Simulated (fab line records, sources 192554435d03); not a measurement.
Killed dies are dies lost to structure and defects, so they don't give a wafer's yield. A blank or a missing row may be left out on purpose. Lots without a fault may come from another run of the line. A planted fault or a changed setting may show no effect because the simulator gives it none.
Split-lot experiment | flow n5_finfet | 7 lots, 21 wafers read, on a route of 1938 steps

THE SPLIT
At N5_BEOL_M4_ETCH_70 (etches SOC in N2/H2, target depth 80 nm, overetch 24 nm, time 130 s), the setting bias_w was moved away from the recipe's 150 W on 6 of the 21 wafers read, by -9.1% to +11.9%. The other wafers ran this setting at the recipe's value.

The reading is taken at the split's own step.

THE READING
rf_vpp_V, in V, at N5_BEOL_M4_ETCH_70 (etches SOC in N2/H2, target depth 80 nm, overetch 24 nm, time 130 s). Fault-free wafers of this fab line usually give 524 V, standard deviation 3.7 V.

wafer  | tool, chamber at the split | bias_w as run, W | against the recipe | rf_vpp_V, V | against lot-mates on the recipe
L074.2 | rie_diel-06, 2             | 150              | recipe             | 524         | -
L074.3 | rie_diel-06, 3             | 136.4            | -9.1%              | 493         | -33
L074.4 | rie_diel-06, 0             | 150              | recipe             | 528         | -
L076.1 | rie_diel-01, 3             | 150              | recipe             | 527         | -
L076.2 | rie_diel-01, 2             | 150              | recipe             | 517         | -
L076.4 | rie_diel-01, 0             | 150              | recipe             | 520         | -
L081.1 | rie_diel-02, 2             | 150              | recipe             | 521         | -
L081.2 | rie_diel-02, 3             | 150              | recipe             | 523         | -
L081.4 | rie_diel-02, 1             | 150              | recipe             | 528         | -
L083.3 | rie_diel-01, 3             | 167.9            | +11.9%             | 563         | +36
L083.4 | rie_diel-01, 1             | 167.9            | +11.9%             | 561         | +34
L083.6 | rie_diel-01, 3             | 150              | recipe             | 527         | -
L086.2 | rie_diel-06, 0             | 141.1            | -5.9%              | 508         | -21
L086.4 | rie_diel-06, 1             | 150              | recipe             | 529         | -
L086.5 | rie_diel-06, 0             | 141.1            | -5.9%              | 508         | -21
L088.1 | rie_diel-02, 0             | 150              | recipe             | 527         | -
L088.3 | rie_diel-02, 2             | 150              | recipe             | 522         | -
L088.4 | rie_diel-02, 3             | 150              | recipe             | 523         | -
L090.2 | rie_diel-01, 2             | 142              | -5.3%              | 499         | -22
L090.3 | rie_diel-01, 3             | 150              | recipe             | 526         | -
L090.5 | rie_diel-01, 2             | 150              | recipe             | 517         | -

THE FIT
A straight line over all 21 wafers: rf_vpp_V changes by +3.24 V for each +1% of bias_w; r = +0.97; the points scatter about the line by 4 V.
The same after taking each lot's own level away (the mean of its wafers on the recipe; 21 wafers): +3.22 V for each +1%; r = +0.98; scatter 3.2 V.
On that fit, the largest move of bias_w shifts the reading by 38 V.
The lots' own levels span 521.3 to 529.0 V, that is 2.1 times the standard deviation above.
So the lot-to-lot level changes the slope little: the two slopes agree.
Check: with one of the wafers moved furthest among these (+11.9%) left out of the fit, the line predicts +38.4 V for it against its lot-mates. It came out at +36 V against them.
Tool readings at the split's step, against how far the setting was moved: rf_vpp_V r = +0.97.

OTHER SPLITS ON THESE WAFERS
These wafers also went through other splits before the reading. Each is held against what the fit with the lots' levels taken away leaves over:
other split on the same wafers | wafers away from the commonest value | r with rf_vpp_V (lot level and that fit taken away)
N5_BEOL_M3_ETCH_64 time_s      | 1                                    | +0.03
N5_BEOL_M4_COAT_62 spin_rpm    | 7                                    | -0.04
N5_BEOL_M4_DESCUM_16 time_s    | 5                                    | +0.22

THE WHOLE CHAIN: every reading that the file lists as answering this split, in the file's order
step               | what it does                                                        | reading                                                                          | change (the file's fit)                | r (the file's)
N5_BEOL_M4_ETCH_70 | etches SOC in N2/H2, target depth 80 nm, overetch 24 nm, time 130 s | rf_vpp_V                                                                         | +3.33 V for each +1% of the setting    | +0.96
N5_BEOL_M4_ETCH_70 | etches SOC in N2/H2, target depth 80 nm, overetch 24 nm, time 130 s | SiARC_of_BEOL_M4_COAT_68.thk_nm (the simulator's own value, which no gauge read) | -0.0585 nm for each +1% of the setting | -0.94

THE FILE'S OWN FIT
rf_vpp_V changes by +3.33 V for each +1% of bias_w, r = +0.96.
